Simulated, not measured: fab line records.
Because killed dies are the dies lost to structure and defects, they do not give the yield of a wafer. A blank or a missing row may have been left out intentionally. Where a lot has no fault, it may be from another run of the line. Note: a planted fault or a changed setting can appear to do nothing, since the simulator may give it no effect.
Matching of chambers ; flow nand harc ; NHARC_A_STAIRCASE_ETCH_313 on rie diel-04: 4 sister chambers
The step etches the open film in CF4/CHF3. 8 wafers are shown with their chamber, then 9 later ones without.

== WAFERS WITH THEIR CHAMBER ==
wafer;chamber;showerhead plenum p Torr (Torr);rf vpp V (V)
L087.2;1;1.49;366.8
L087.6;0;1.57;370.1
L089.2;3;1.61;371.2
L089.3;2;1.66;373.5
L089.5;2;1.66;372.8
L092.4;3;1.61;373.4
L092.5;1;1.49;365.9
L092.6;0;1.56;371.1

== WAFERS WHOSE CHAMBER IS MISSING ==
wafer;showerhead plenum p Torr (Torr);rf vpp V (V)
L096.2;1.49;368.8
L096.5;1.49;366.9
L096.6;1.66;372.6
L095.1;1.56;370.4
L095.2;1.66;372.4
L095.6;1.66;373.9
L097.1;1.49;368.8
L097.2;1.66;373.0
L097.5;1.56;371.3

== EACH ONE'S CHAMBER ==
wafer;from the rows above;in truth
L096.2;1;1
L096.5;1;1
L096.6;2;2
L095.1;0;0
L095.2;2;2
L095.6;2;2
L097.1;1;1
L097.2;2;2
L097.5;0;0
9 of 9 placed correctly. Not placeable from these rows: 0. 0 placed wrongly.
How it was worked out, from the rows above alone: a wafer's distance from a chamber is the root of the sum, over the readings, of the square of ((its reading less the chamber's mean) divided by the reading's scatter). The wafer belongs to the nearest chamber; if the next one is less than 2 further off, it can't be placed. For every chamber, the mean is computed from those of its wafers that are shown. The scatter: take each reading less its chamber's mean, square it, sum over the shown wafers, divide by the number of wafers less the number of chambers, and take the root.
